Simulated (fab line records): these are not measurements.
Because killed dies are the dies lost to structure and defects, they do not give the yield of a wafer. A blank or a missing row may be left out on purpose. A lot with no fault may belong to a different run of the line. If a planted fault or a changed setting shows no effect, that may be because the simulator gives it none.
fab line records	flow n5Finfet	part 2 of 2: steps 31 to 36 of 36
[record] lots = 5	wafers = 15	lastDay = 18
route steps=1938 shown BEOL_M12@1605
lots that met no fault: taken from a fault-free run of the same line
startH: the number of hours between the record's first day and the start of the first shown wafer of the lot	waitH: hours since the lot's step before	" same as the row above	L1.1+2: several wafers, shown together as one row	- value missing, or start not given	* or withheld: withheld	< > ~ a bound
route shown NAME@n: NAME is a module with steps in the file, n the number in the route of the first one	usual: mean/standard deviation of fault-free wafers	same: alike in all rows	chamber/n: place in a boat	sites: each site's reading	_std_site: standard deviation of those values	_edge_site: inner sites' mean taken away from outer sites' mean	radiusMm: how far each site lies from the wafer's centre	mask NAME#n: copy n	behind: tool/chamber where the wafer was last shaped	hold: why the lot went on hold/how many hours it stayed there/how the hold came to an end	device: the n, p or np transistor that did not switch	end of line: at the end of the route, the tests of the same wafers	a step without rows: its recipe alone	killed: count of dies lost to structure and defects at first sort (not the wafer's yield)	map: shows each die of a wafer: x if killed, . if not, _ if none is there
set.NAME: the setting as run; set.NAME@STEP: as run at that earlier step	model.NAME: the simulator's own value behind a step, which no gauge read
a table for each step, a row for each wafer; lots at some steps of the route
services: the hour from which a tool's chamber was out of use, counted from the record's first day as startH (under 0 if before that day), plus the number of hours and why
[[steps]]
[step N5_BEOL_M12_DESCUM_33]
[recipe] chemistry = O2	timeS = 7.9	sourcePowerW = 50	biasPowerW = 20	pressureMtorr = 20	rfFrequencyHz = 2.712e+07	tempC = 40	o2FlowSccm = 225
[usual] drypumpMotorCurrentA = 5.7/0.41	o2FlowSccm = 225.0/0.72	oesProductAu = 0.80/0.073	rfVppV = 243.1/1.4	showerheadPlenumPTorr = 2.08/0.072	throttleValvePct = 20.32/0.2
lot.wafer	tool	chamber	startH	waitH	drypumpMotorCurrentA	o2FlowSccm	oesProductAu	rfHoursCounterH	rfVppV	showerheadPlenumPTorr	throttleValvePct
L077.1	rieDiel-04	0	250.96	0.0	5.9	224.2	0.76	148	242.8	1.99	20.12
L077.2	"	2	"	"	6.0	225.0	0.69	214	242.7	2.08	20.29
L077.4	"	3	"	"	5.2	225.0	0.80	113	241.7	2.01	20.51
L084.3	rieDiel-06	3	306.19	0.1	5.0	224.5	0.85	91	240.8	2.04	20.54
L084.4	"	2	"	"	5.8	225.3	0.80	105	243.5	2.09	20.15
L084.6	"	2	"	"	5.8	225.3	0.80	-	241.8	2.09	20.16
L087.1	rieDiel-06	2	325.43	0.0	5.8	224.7	0.78	115	241.4	2.08	20.18
L087.3	"	3	"	"	5.0	224.7	0.83	100	242.9	2.04	20.56
L087.5	"	2	"	"	5.8	224.6	0.78	-	244.0	2.08	20.17
L091.1	rieDiel-04	3	348.93	0.0	5.1	223.6	0.77	146	242.7	2.00	20.55
L091.2	"	1	"	"	5.8	226.6	0.86	46	242.6	2.13	20.42
L091.5	"	2	"	"	6.0	224.2	0.67	-	242.4	2.07	20.32
L097.2	rieDiel-06	3	383.27	0.0	5.0	225.5	0.80	120	241.3	2.03	20.56
L097.5	"	3	"	"	5.1	224.6	0.81	-	242.2	2.03	20.59
L097.6	"	0	"	"	5.2	225.9	0.96	-	244.6	2.11	19.85
[step N5_BEOL_M12_ETCH_67]
[recipe] chemistry = CF4	target = SiARC	targetDepthA = 1430	timeS = 238.3	ionEnergyEv = 80	pressureMtorr = 40	sourceW = 545	biasW = 36	Ar_flow_sccm = 100	cf4FlowSccm = 100	ends = cleared
[usual] drypumpMotorCurrentA = 5.7/0.41	etchRfOnTimeS = 236/7.4	oesProductAu = 0.69/0.064	rfVppV = 183.9/1.2	showerheadPlenumPTorr = 2.13/0.062	throttleValvePct = 15.52/0.12
lot.wafer	tool	chamber	startH	waitH	drypumpMotorCurrentA	etchRfOnTimeS	oesProductAu	rfHoursCounterH	rfVppV	showerheadPlenumPTorr	throttleValvePct
L077.1	rieDiel-04	0	250.99	0.0	5.9	236	0.66	148	183.3	2.07	15.48
L077.2	"	2	"	"	6.0	245	0.59	214	183.6	2.13	15.52
L077.4	"	3	"	"	5.2	245	0.68	113	182.1	2.06	15.63
L084.3	rieDiel-06	3	306.22	0.0	5.1	247	0.68	91	182.7	2.08	15.68
L084.4	"	2	"	"	5.8	220	0.71	105	185.2	2.16	15.56
L084.6	"	2	"	"	5.8	221	0.71	-	185.1	2.16	15.57
L087.1	rieDiel-06	2	325.47	0.0	5.8	218	0.70	115	182.9	2.16	15.58
L087.3	"	3	"	"	5.0	244	0.67	100	184.9	2.08	15.69
L087.5	"	2	"	"	5.8	220	0.71	-	183.4	2.16	15.58
L091.1	rieDiel-04	3	348.97	0.0	5.1	243	0.66	146	183.2	2.05	15.70
L091.2	"	1	"	"	5.8	232	0.72	46	184.2	2.17	15.48
L091.5	"	2	"	"	6.0	246	0.57	-	183.6	2.11	15.57
L097.2	rieDiel-06	3	383.31	0.0	5.0	245	0.66	120	182.4	2.07	15.73
L097.5	"	3	"	"	5.1	245	0.66	-	183.5	2.07	15.72
L097.6	"	0	"	"	5.2	223	0.82	-	184.2	2.19	15.14
[step N5_BEOL_M12_ETCH_68]
[recipe] chemistry = N2/H2	target = SOC	maskMaterial = SiARC	sourceW = 3000	biasW = 350	tempC = 40	timeS = 285	ionEnergyEv = 200	pressureMtorr = 30	n2FlowSccm = 200	h2FlowSccm = 200
[usual] drypumpMotorCurrentA = 5.7/0.41	oesProductAu = 0.81/0.075	rfVppV = 523.3/2.4	showerheadPlenumPTorr = 2.53/0.084	throttleValvePct = 17.70/0.13
lot.wafer	tool	chamber	startH	waitH	drypumpMotorCurrentA	oesProductAu	rfHoursCounterH	rfVppV	showerheadPlenumPTorr	throttleValvePct
L077.1	rieDiel-04	0	251.14	0.1	6.0	0.76	148	520.7	2.44	17.59
L077.2	"	2	"	"	6.0	0.68	214	524.0	2.52	17.59
L077.4	"	3	"	"	5.1	0.81	113	520.8	2.45	17.83
L084.3	rieDiel-06	3	306.37	0.1	5.1	0.83	91	520.8	2.46	17.83
L084.4	"	2	"	"	5.8	0.80	106	524.1	2.56	17.68
L084.6	"	2	"	"	5.8	0.79	-	525.1	2.56	17.64
L087.1	rieDiel-06	2	325.62	0.1	5.8	0.79	115	524.0	2.56	17.70
L087.3	"	3	"	"	5.1	0.81	100	521.6	2.46	17.86
L087.5	"	2	"	"	5.8	0.78	-	523.5	2.56	17.68
L091.1	rieDiel-04	3	349.11	0.1	5.1	0.77	146	521.3	2.44	17.87
L091.2	"	1	"	"	5.9	0.86	46	525.4	2.60	17.86
L091.5	"	2	"	"	6.0	0.67	-	523.7	2.50	17.63
L097.2	rieDiel-06	3	383.45	0.1	5.1	0.80	121	522.6	2.45	17.89
L097.5	"	3	"	"	5.1	0.79	-	520.2	2.45	17.88
L097.6	"	0	"	"	5.2	0.96	-	525.2	2.59	17.27
[step N5_BEOL_M12_STRIP_69]
[recipe] chemistry = N2/H2	tempC = 40	n2FlowSccm = 200	h2FlowSccm = 200	rfFrequencyHz = 6e+07
lot.wafer	tool	chamber	startH	waitH
L077.1+2+4	rieDiel-04	0,2,3	251.31	0.1
L084.3+4+6	rieDiel-06	3,2,2	306.54	0.1
L087.1+3+5	rieDiel-06	2,3,2	325.79	0.1
L091.1+2+5	rieDiel-04	3,1,2	349.28	0.1
L097.2+5+6	rieDiel-06	3,3,0	383.62	0.1
[step N5_BEOL_M12_TRENCH_ETCH_34]
[recipe] chemistry = C4F8/O2/Ar	target = SiOC	targetDepthA = 3189.5	maskMaterial = SOC	pressureMtorr = 30	sourceW = 3000	biasW = 700	Ar_flow_sccm = 400	C4F8_flow_sccm = 15	O2_flow_sccm = 8	heInnerTorr = 15	heOuterTorr = 30	timeS = 125.5	ionEnergyEv = 250
[usual] drypumpMotorCurrentA = 5.7/0.41	heOuterTorr = 30.00/0.064	oesProductAu = 0.81/0.074	rfVppV = 665.0/2.9	showerheadPlenumPTorr = 3.39/0.099	throttleValvePct = 24.07/0.21
lot.wafer	tool	chamber	startH	waitH	drypumpMotorCurrentA	heOuterTorr	oesProductAu	rfHoursCounterH	rfVppV	showerheadPlenumPTorr	throttleValvePct
L077.1	rieDiel-04	0	251.32	0.0	6.0	29.88	0.76	148	662.6	3.31	24.11
L077.2	"	2	"	"	6.0	30.08	0.69	214	665.1	3.36	23.80
L077.4	"	3	"	"	5.2	29.98	0.80	113	662.2	3.32	24.38
L084.3	rieDiel-06	3	306.55	0.0	5.0	29.94	0.83	91	663.4	3.31	24.19
L084.4	"	2	"	"	5.8	29.99	0.80	106	664.8	3.44	24.09
L084.6	"	2	"	"	5.8	30.01	0.80	-	667.0	3.44	24.10
L087.1	rieDiel-06	2	325.80	0.0	5.8	30.01	0.79	115	665.9	3.44	24.09
L087.3	"	3	"	"	5.1	30.14	0.81	100	663.2	3.31	24.22
L087.5	"	2	"	"	5.8	29.96	0.79	-	666.1	3.44	24.12
L091.1	rieDiel-04	3	349.29	0.0	5.1	30.12	0.77	146	662.9	3.30	24.43
L091.2	"	1	"	"	5.9	30.01	0.86	46	667.2	3.49	24.28
L091.5	"	2	"	"	6.0	29.97	0.66	-	662.3	3.35	23.86
L097.2	rieDiel-06	3	383.63	0.0	5.1	29.92	0.79	121	662.8	3.29	24.24
L097.5	"	3	"	"	5.1	29.95	0.80	-	661.6	3.29	24.22
L097.6	"	0	"	"	5.2	29.93	0.96	-	666.7	3.50	23.83
[step N5_BEOL_M12_STRIP_70]
[recipe] chemistry = C4F8/O2/Ar	resist = SiARC	rfFrequencyHz = 6e+07
lot.wafer	tool	chamber	startH	waitH
L077.1+2+4	rieDiel-04	0,2,3	251.44	0.1
L084.3+4+6	rieDiel-06	3,2,2	306.66	0.1
L087.1+3+5	rieDiel-06	2,3,2	325.91	0.1
L091.1+2+5	rieDiel-04	3,1,2	349.41	0.1
L097.2+5+6	rieDiel-06	3,3,0	383.75	0.1
[[services]]
tool	chamber	startH	hours	kind
krfScanner-02	-	225.84	1.3	pm
krfScanner-02	-	231.40	0.8	pm
krfScanner-02	-	240.39	1.0	pm
krfScanner-01	-	248.69	0.8	pm
rieDiel-06	-	256.88	0.1	repair
plasmaAsher-01	-	265.50	0.7	repair
rieDiel-01	-	284.58	0.4	repair
lithoTrack-05	-	309.19	-	consumableReplace:filter
rieDiel-06	0	311.12	-	clean
rieDiel-06	0	311.12	-	consumableReplace:esc
rieDiel-06	0	311.12	-	consumableReplace:focusRing
rieDiel-06	0	311.12	22.7	scheduledDown
rieDiel-06	0	311.12	22.7	ventCycle
wetBench-05	-	322.04	2.4	repair
krfScanner-01	-	326.87	1.3	pm
plasmaAsher-02	-	329.10	4.9	repair
rieDiel-01	2	337.34	4.5	repair
plasmaAsher-02	-	338.17	2.8	pm
rieDiel-04	2	353.14	-	clean
rieDiel-04	2	353.14	-	consumableReplace:focusRing
krfScanner-01	-	357.31	1.0	pm
krfScanner-01	-	361.48	3.5	repair
krfScanner-02	-	373.96	3.6	pm
krfScanner-01	-	380.95	0.4	repair
